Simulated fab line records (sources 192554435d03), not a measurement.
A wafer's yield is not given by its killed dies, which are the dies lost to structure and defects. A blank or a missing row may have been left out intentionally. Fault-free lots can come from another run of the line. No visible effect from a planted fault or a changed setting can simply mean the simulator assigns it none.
8D (eight disciplines) problem report, filled in by code || flow n5_finfet || the parts of the form that need people (team, actions taken, sign-off) are left out

1. THE PROBLEM
spin_speed_rpm at N5_FIN_SAQP_COAT_10 reads a mean of 1424.7 rpm on 6 wafers of 2 lots; wafers without a fault read 1500.1 rpm with a standard deviation of 0.97. Relative to the usual mean, that is a shift of -78 standard deviations.
The step: resist thk 90 nm.
Earliest sighting: wafer L723.2 on litho_track-02 at day 3 03:52. The record has a number at this step for 18 wafers belonging to 6 lots. By rule, "out" or "out of limits" means more than 4 standard deviations away from the usual mean. The rest of the wafers with a number are treated as sound.

2. WHAT IT IS, AND WHAT IT ISN'T
{"question": "which readings at this step", "is": "spin_speed_rpm", "is not": "-"}
{"question": "which lots", "is": "L723, L727", "is not": "L720, L722, L737, L740"}
{"question": "which wafers of those lots", "is": "all that have a number", "is not": "-"}
{"question": "read on which tools", "is": "litho_track-02", "is not": "litho_track-01, litho_track-05"}
{"question": "when", "is": "from day 3 03:52", "is not": "up to then (6 sound wafers); but 6 sound wafers of L737, L740 came after"}

3. SUSPECTS, AND WHAT RULES EACH OUT
Counting: a tool at a process step up to the reading stays a suspect if it ran every lot that is out and no sound lot after the first of them.
- litho_track-02 at N5_FIN_SAQP_COAT_10 (resist thk 90 nm): ruled out as a lasting fault. After its first lot that is out, L723 (day 3 03:52), sound lots L737 ran on it.
Left after counting: nothing in the record.

4. THE CAUSE (what the simulator had put in)
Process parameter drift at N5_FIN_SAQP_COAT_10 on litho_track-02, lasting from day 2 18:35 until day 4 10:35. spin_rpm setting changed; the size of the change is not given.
Counting ruled it out, wrongly.

5. THE EFFECT CHAIN, in route order
Each row: a reading where the mean over the struck wafers with a number is more than 3 standard deviations away from the usual. Only readings whose record carries a usual standard deviation are examined. hours: median over the lots of the time between each lot's start at the first step of this table that gives one and its start at this step. sigmas: the change, counted in usual standard deviations.
{"hours": 0, "step": "N5_FIN_SAQP_COAT_10", "reading": "spin_speed_rpm", "usual": "1500.1 rpm", "on struck wafers": 1424.7, "change": -75.4, "sigmas": -78}
Process steps it contains:
- N5_FIN_SAQP_COAT_10: resist thk 90 nm.
Later steps that measure or inspect, where all struck wafers having a row at the step show a number for every such reading and not one has moved that far: N5_FIN_SAQP_CD_MEAS_16, N5_FIN_SAQP_OVL_MEAS_17, N5_FIN_SAQP_INSPECT_18, N5_BEOL_M4_RC_MEAS_101.

6. WHAT WOULD HAVE CAUGHT IT SOONER
The fault began at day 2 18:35; the first out-of-limits reading in this record came at day 3 03:52, 9 hours later.
